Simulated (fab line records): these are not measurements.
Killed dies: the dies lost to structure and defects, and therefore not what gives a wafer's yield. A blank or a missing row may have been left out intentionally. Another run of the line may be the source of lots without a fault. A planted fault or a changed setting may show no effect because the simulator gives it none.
Chamber matching | flow n5_finfet | N5_ZERO_LAYER_ETCH_17 on rie_diel-02 has 4 sister chambers
The step etches SiO2 in CF4, target depth 12 nm, time 13.3 s. 8 wafers are shown with their chamber, then 10 later ones without.

## EACH WAFER AND ITS CHAMBER
wafer  | chamber | showerhead_plenum_p_Torr (Torr) | drypump_motor_current_A (A)
L078.3 | 2       | 2.16                            | 5.5
L081.3 | 2       | 2.16                            | 5.5
L081.4 | 1       | 2.28                            | 5.4
L087.1 | 3       | 2.04                            | 5.7
L087.2 | 1       | 2.27                            | 5.4
L087.4 | 0       | 2.08                            | 5.5
L088.1 | 0       | 2.08                            | 5.5
L088.2 | 3       | 2.03                            | 5.6

## WAFERS MISSING THEIR CHAMBER
wafer  | showerhead_plenum_p_Torr (Torr) | drypump_motor_current_A (A)
L088.6 | 2.15                            | 5.5
L090.1 | 2.27                            | 5.4
L090.3 | 2.03                            | 5.7
L090.5 | 2.03                            | 5.7
L096.2 | 2.07                            | 5.5
L096.3 | 2.27                            | 5.4
L096.4 | 2.03                            | 5.6
L097.1 | 2.07                            | 5.6
L097.4 | 2.27                            | 5.4
L097.6 | 2.27                            | 5.4

## WHICH CHAMBER EACH ONE RAN IN
wafer  | from the rows above | in truth
L088.6 | 2                   | 2
L090.1 | 1                   | 1
L090.3 | 3                   | 3
L090.5 | 3                   | 3
L096.2 | 0                   | 0
L096.3 | 1                   | 1
L096.4 | 3                   | 3
L097.1 | 0                   | 0
L097.4 | 1                   | 1
L097.6 | 1                   | 1
10 of 10 placed correctly. Not placeable from these rows: 0. Number placed wrongly: 0.
How it was worked out, from the rows above alone: a wafer's distance from a chamber is the root of the sum, over the readings, of the square of ((its reading less the chamber's mean) divided by the reading's scatter). If the next closest chamber is less than 2 further off than the closest, the wafer can't be placed; otherwise it belongs to the closest. The mean given for a chamber averages the wafers shown for that chamber. The scatter: the root of (the sum of the squares of (reading less its chamber's mean) over the shown wafers, divided by (wafers less chambers)).
